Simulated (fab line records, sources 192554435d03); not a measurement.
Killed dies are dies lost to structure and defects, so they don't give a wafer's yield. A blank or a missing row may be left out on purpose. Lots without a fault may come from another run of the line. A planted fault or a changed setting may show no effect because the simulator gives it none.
One fault seen from 2 desks | flow n5_finfet | each desk has only its own numbers; what lay behind them comes last

THE METROLOGY DESK
What the gauges read, lot by lot, whatever tool the lot ran on: means of the sampled wafers that have a number. A lot is out of limits, marked OUT, if its mean lies more than 4 standard deviations from the usual mean; the brackets give that distance. Of its 10 readings 7 are shown: those that lie furthest out on some lot.
Columns: A = DIBL_P at N5_BEOL_M4_RC_MEAS_101, usual 36.4 mV/V; B = IOFF_N at N5_BEOL_M4_RC_MEAS_101, usual 0.17 nA/um; C = IOFF_P at N5_BEOL_M4_RC_MEAS_101, usual 0.21 nA/um; D = ION_P at N5_BEOL_M4_RC_MEAS_101, usual 462 uA/um; E = SS_N at N5_BEOL_M4_RC_MEAS_101, usual 71.7 mV/dec; F = VT_N at N5_BEOL_M4_RC_MEAS_101, usual 249 mV; G = VT_P at N5_BEOL_M4_RC_MEAS_101, usual -251 mV
lot  | first seen here | A    | B    | C    | D   | E    | F   | G
L350 | day 8 17:21     | 37.8 | 0.18 | 0.23 | 460 | 71.4 | 247 | -250
L353 | day 9 01:02     | 34.7 | 0.15 | 0.20 | 468 | 70.7 | 250 | -248
L355 | day 9 21:43     | 36.2 | 0.17 | 0.20 | 457 | 71.6 | 250 | -252
L357 | day 10 21:35    | 33.6 | 0.13 | 0.16 | 456 | 71.0 | 254 | -256
L359 | day 11 14:27    | 38.6 | 0.17 | 0.25 | 473 | 71.7 | 247 | -246
L362 | day 13 01:29    | 37.5 | 0.17 | 0.20 | 450 | 72.3 | 251 | -255
L365 | day 13 10:46    | 35.4 | 0.16 | 0.20 | 461 | 71.8 | 250 | -251
L366 | day 13 11:59    | 36.9 | 0.17 | 0.21 | 466 | 71.5 | 248 | -251
L371 | day 14 21:52    | 36.1 | 0.17 | 0.19 | 460 | 71.5 | 247 | -252
L372 | day 15 11:43    | 33.5 | 0.14 | 0.19 | 463 | 71.4 | 251 | -252
This desk's finding: nothing out of limits on any of the 10 lots.

THE TOOL OWNER'S DESK: pecvd-02
The tool's own readings at N5_BEOL_M4_PECVD_72 (deposits SiO2 from TEOS/O2, target thk 16 nm, time 18 s): means of the sampled wafers that have a number, for each lot that ran on this tool. A lot is out of limits, marked OUT, if its mean lies more than 4 standard deviations from the usual mean; the brackets give that distance.
Columns: A = heater_power_w at N5_BEOL_M4_PECVD_72, usual 695 W; B = showerhead_plenum_p_Torr at N5_BEOL_M4_PECVD_72, usual 8.80 Torr; C = throttle_valve_pct at N5_BEOL_M4_PECVD_72, usual 22.0 %
lot  | first seen here | A   | B    | C
L350 | day 8 06:25     | 794 | 8.82 | 21.5
L353 | day 8 11:41     | 600 | 8.80 | 21.8
L355 | day 8 22:40     | 674 | 8.78 | 22.1
L357 | day 9 09:50     | 854 | 8.80 | 21.7
L362 | day 12 08:12    | 775 | 8.77 | 22.1
L366 | day 12 12:47    | 754 | 8.77 | 21.9
L371 | day 14 08:20    | 790 | 8.79 | 22.2
L372 | day 14 19:35    | 710 | 8.78 | 22.1
This desk's finding: nothing out of limits on any of the 8 lots.

PUT TOGETHER
The metrology desk saw nothing out of limits.
The tool owner's desk saw nothing out of limits.

WHAT THE SIMULATOR HAD PUT IN
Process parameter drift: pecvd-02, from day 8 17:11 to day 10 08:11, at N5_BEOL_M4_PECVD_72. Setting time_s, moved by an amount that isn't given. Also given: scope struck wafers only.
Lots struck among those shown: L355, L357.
